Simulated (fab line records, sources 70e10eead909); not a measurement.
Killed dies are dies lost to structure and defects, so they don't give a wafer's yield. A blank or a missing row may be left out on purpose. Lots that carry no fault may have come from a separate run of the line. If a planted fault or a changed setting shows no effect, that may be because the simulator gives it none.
Matching of chambers || flow nandHarc || cmp-01 running NHARC_A_WL_FILL_CMP_12: 4 sister chambers
The step polishes, t overpolish 30 s, target thk 100 nm. 8 wafers are shown with their chamber, then 10 later ones without.

== WAFERS, EACH WITH ITS CHAMBER ==
{"wafer": "L076.1", "chamber": 3, "motorCurrentA (A)": 11.0, "overpolishRunS (s)": 29.984}
{"wafer": "L077.1", "chamber": 3, "motorCurrentA (A)": 10.8, "overpolishRunS (s)": 29.992}
{"wafer": "L083.2", "chamber": 1, "motorCurrentA (A)": 14.9, "overpolishRunS (s)": 29.997}
{"wafer": "L083.4", "chamber": 0, "motorCurrentA (A)": 11.5, "overpolishRunS (s)": 29.990}
{"wafer": "L082.1", "chamber": 1, "motorCurrentA (A)": 15.0, "overpolishRunS (s)": 29.997}
{"wafer": "L082.5", "chamber": 2, "motorCurrentA (A)": 11.7, "overpolishRunS (s)": 29.996}
{"wafer": "L085.2", "chamber": 2, "motorCurrentA (A)": 11.8, "overpolishRunS (s)": 30.003}
{"wafer": "L085.3", "chamber": 0, "motorCurrentA (A)": 11.0, "overpolishRunS (s)": 29.995}

== WAFERS MISSING THEIR CHAMBER ==
{"wafer": "L085.4", "motorCurrentA (A)": 11.1, "overpolishRunS (s)": 30.018}
{"wafer": "L088.1", "motorCurrentA (A)": 11.6, "overpolishRunS (s)": 30.001}
{"wafer": "L088.3", "motorCurrentA (A)": 15.4, "overpolishRunS (s)": 30.001}
{"wafer": "L088.5", "motorCurrentA (A)": 11.7, "overpolishRunS (s)": 29.997}
{"wafer": "L091.2", "motorCurrentA (A)": 11.6, "overpolishRunS (s)": 30.002}
{"wafer": "L091.5", "motorCurrentA (A)": 11.7, "overpolishRunS (s)": 30.014}
{"wafer": "L091.6", "motorCurrentA (A)": 12.3, "overpolishRunS (s)": 30.009}
{"wafer": "L096.2", "motorCurrentA (A)": 11.6, "overpolishRunS (s)": 30.000}
{"wafer": "L096.4", "motorCurrentA (A)": 10.5, "overpolishRunS (s)": 29.998}
{"wafer": "L096.5", "motorCurrentA (A)": 15.3, "overpolishRunS (s)": 30.011}

== EACH ONE'S CHAMBER ==
{"wafer": "L085.4", "from the rows above": "can't be placed: 2 or 0 or 3", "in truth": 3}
{"wafer": "L088.1", "from the rows above": "can't be placed: 2 or 0", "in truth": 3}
{"wafer": "L088.3", "from the rows above": 1, "in truth": 1}
{"wafer": "L088.5", "from the rows above": "can't be placed: 2 or 0", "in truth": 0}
{"wafer": "L091.2", "from the rows above": "can't be placed: 2 or 0", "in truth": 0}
{"wafer": "L091.5", "from the rows above": 2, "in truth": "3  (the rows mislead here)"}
{"wafer": "L091.6", "from the rows above": 2, "in truth": 2}
{"wafer": "L096.2", "from the rows above": "can't be placed: 2 or 0", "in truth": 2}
{"wafer": "L096.4", "from the rows above": "can't be placed: 3 or 0", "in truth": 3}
{"wafer": "L096.5", "from the rows above": 1, "in truth": 1}
Placed correctly: 3 of 10. From these rows, 6 cannot be placed; in 5 the true chamber is one of the candidates. 1 placed wrongly.
How it was worked out, from the rows above alone: a wafer's distance from a chamber is the root of the sum, over the readings, of the square of ((its reading less the chamber's mean) divided by the reading's scatter). If the next closest chamber is less than 2 further off than the closest, the wafer can't be placed; otherwise it belongs to the closest. Each chamber's mean is taken over the wafers shown for it. The scatter: the root of (the sum of the squares of (reading less its chamber's mean) over the shown wafers, divided by (wafers less chambers)).
